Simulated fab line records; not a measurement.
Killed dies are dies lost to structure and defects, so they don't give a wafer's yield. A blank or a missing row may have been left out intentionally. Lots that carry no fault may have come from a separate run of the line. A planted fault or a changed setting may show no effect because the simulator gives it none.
Matching of chambers ; flow nand harc ; NHARC_A_BONDPAD_CMP_29 on cmp-02 has 4 sister chambers
The step polishes SiCN, target thk 200 nm. 4 wafers are shown with their chamber, then 7 later ones without.

== WAFERS WITH THEIR CHAMBER ==
wafer;chamber;motor current A (A)
L944.6;3;12.7
L945.1;1;15.2
L955.2;0;13.1
L955.4;2;12.4

== WAFERS WITHOUT THEIR CHAMBER ==
wafer;motor current A (A)
L955.5;14.6
L958.1;11.3
L958.2;13.7
L958.3;15.4
L957.2;14.9
L957.3;12.5
L957.6;14.7

== THE CHAMBER EACH PASSED THROUGH ==
wafer;from the rows above;in truth
L955.5;can't be placed: 1 or 0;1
L958.1;can't be placed: 2 or 3 or 0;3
L958.2;can't be placed: 0 or 3 or 2 or 1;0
L958.3;1;1
L957.2;1;1
L957.3;can't be placed: 2 or 3 or 0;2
L957.6;can't be placed: 1 or 0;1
Placed correctly: 2 of 7. These rows do not allow placing 5 (true chamber among the candidates in 5). 0 placed wrongly.
How it was worked out, from the rows above alone: a wafer's distance from a chamber is the root of the sum, over the readings, of the square of ((its reading less the chamber's mean) divided by the reading's scatter). The wafer belongs to the nearest chamber; if the next one is less than 2 further off, it can't be placed. Each chamber's mean is taken over the wafers shown for it. The scatter: root of mean squared gap, hidden wafer to nearest shown wafer, with one shown wafer a chamber.
